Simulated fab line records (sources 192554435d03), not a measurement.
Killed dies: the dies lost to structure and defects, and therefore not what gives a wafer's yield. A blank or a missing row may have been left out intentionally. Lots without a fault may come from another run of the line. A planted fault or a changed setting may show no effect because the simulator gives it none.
Struck lot and sound lot, side by side / flow n5-finfet / 16 out of 1938 route steps
Sound: the wafers L774.1, L774.2, L774.6. Wafers L791.3, L791.4, L791.5 were the ones struck. The cause is named last.
Per side, at each step with rows, come the tool, then ch with its chambers, and then its first start. Under that, the readings that differ: sound wafers / struck wafers / difference of the means / sigmas: that difference in standard deviations of wafers without a fault.
alike: words and numbers the same on both sides, and readings whose means are apart by under 2 such deviations; not compared: readings that were withheld, readings missing a value for some wafer, numbers with overlapping values and no deviation given by the record, and bounds like >300 which may hide the same value.
A row with sigmas, a row that says differs or no value, or rows on one side alone: a step with any of these is where the two part. Numbers that don't overlap but have no deviation are shown without sigmas and don't part them. A reading that every wafer of one side lacks parts them only if that side has two wafers or more.

first, 5 steps without rows for these wafers: N5_WELL_APT_SOFTBAKE_20 (time 60 s); N5_WELL_APT_EXPOSE_22 (exposes mask PWELL, defocus 0 nm, target cd 200 nm); N5_WELL_APT_PEB_23 (peb time 90 s); N5_WELL_APT_DEVELOP_24 (develop time 45 s); N5_WELL_APT_HARDBAKE_29 (time 120 s).
N5_WELL_APT_CD_MEAS_25 targets a cd of 200 nm.
  sound on cd-sem-01 ch 0, day 2 03:17; struck on cd-sem-03 ch 0, day 6 08:50
  alike: cd-nm
N5_WELL_APT_OVL_MEAS_26:
  sound on overlay-01 ch 0, day 2 03:19; struck on overlay-01 ch 0, day 6 08:52
  alike: PWELL_OVL
N5_WELL_APT_INSPECT_27: inspects for defects (macro).
  sound: defect-inspect-02 at day 2 03:20; struck: defect-inspect-01 at day 6 08:53
  alike: raw-defect-count
N5_WELL_APT_DESCUM_30: chemistry O2, time 7.9 s.
  sound on rie-diel-04 ch 2,3, day 2 03:50; struck on rie-diel-04 ch 0,1, day 6 08:55
reading=oes-product-au (a.u.); sound=0.70 0.78 0.70; struck=1.00 0.74 1.01; difference=+0.19; sigmas=+2
  alike: drypump-motor-current-A, rf-vpp-V, showerhead-plenum-p-Torr, throttle-valve-pct
  not compared: rf-hours-counter-h
then, 3 steps without rows for these wafers: N5_WELL_APT_IMPLANT_31; N5_WELL_APT_IMPLANT_32; N5_WELL_APT_STRIP_33 (strips in SPM, time 900 s).
N5_WELL_APT_RTA_34: time 10 s.
  sound on rtp-anneal-01 ch 0, day 2 04:53; struck on rtp-anneal-01 ch 0, day 6 09:44
reading=lamp-power-pct (%); sound=13.02 13.01 13.02; struck=14.65 14.73 14.71; difference=+1.68; sigmas=+31
reading=lamp_zone_1_pct (%); sound=13.03 13.00 13.03; struck=14.67 14.70 14.65; difference=+1.65; sigmas=+50
reading=lamp_zone_2_pct (%); sound=12.98 13.01 12.97; struck=14.71 14.69 14.76; difference=+1.73; sigmas=+53
reading=lamp_zone_3_pct (%); sound=13.04 13.02 12.96; struck=14.66 14.71 14.73; difference=+1.69; sigmas=+50
reading=lamp_zone_4_pct (%); sound=12.961 12.987 12.993; struck=14.679 14.658 14.643; difference=+1.680; sigmas=+56
reading=lamp_zone_5_pct (%); sound=13.042 12.998 12.996; struck=14.703 14.699 14.649; difference=+1.672; sigmas=+58
reading=lamp_zone_6_pct (%); sound=12.91 12.91 12.98; struck=14.60 14.64 14.57; difference=+1.67; sigmas=+48
reading=lamp_zone_7_pct (%); sound=13.439 13.393 13.419; struck=15.151 15.144 15.148; difference=+1.731; sigmas=+62
  alike: wafer_temp_C_max
then, 1 step without rows for these wafers: N5_WELL_APT_OXIDE_STRIP_42 (strips SiO2 in dHF, time 45 s, target depth 12 nm).
-- here the record skips 8 days between the struck wafers' starts before and after, leaving off in module WELL_APT and picking up in module BEOL_M4 (first step shown: number 1111 of the route) --
N5_BEOL_M4_RC_MEAS_101:
  sound on prober-01 ch 0, day 9 06:33; struck on prober-01 ch 0, day 14 20:13
reading=DIBL_N (mV/V); sound=34.5 35.0 32.4; struck=39.9 36.7 39.0; difference=+4.6; sigmas=+2
reading=DIBL_P (mV/V); sound=33.8 33.8 31.5; struck=40.0 36.0 38.2; difference=+5.0; sigmas=+2
reading=IOFF_N (nA/um); sound=0.14 0.13 0.11; struck=0.24 0.16 0.20; difference=+0.07; sigmas=+2
reading=IOFF_P (nA/um); sound=0.16 0.16 0.14; struck=0.25 0.19 0.22; difference=+0.07; sigmas=+2
reading=SS_P (mV/dec); sound=72.6 71.9 71.7; struck=74.3 73.2 74.5; difference=+1.9; sigmas=+3
reading=VT_N (mV); sound=252 254 253; struck=243 245 249; difference=-7; sigmas=-2
  alike: ION_N, ION_P, SS_N, VT_P
-- the record jumps here: 4 days lie between the struck wafers' starts before and after (it left off in module BEOL_M4 and takes up again in module PASSIVATION, whose first step shown is number 1936 of the route) --
N5_PASSIVATION_PROBE_49:
  the record has rows for the struck wafers here (prober-01, day 18 20:10) and none for the sound ones

## WHERE THEY PART
Last at N5_PASSIVATION_PROBE_49 as far as this record goes, first at N5_WELL_APT_DESCUM_30.

WHY: what had been put in by the simulator
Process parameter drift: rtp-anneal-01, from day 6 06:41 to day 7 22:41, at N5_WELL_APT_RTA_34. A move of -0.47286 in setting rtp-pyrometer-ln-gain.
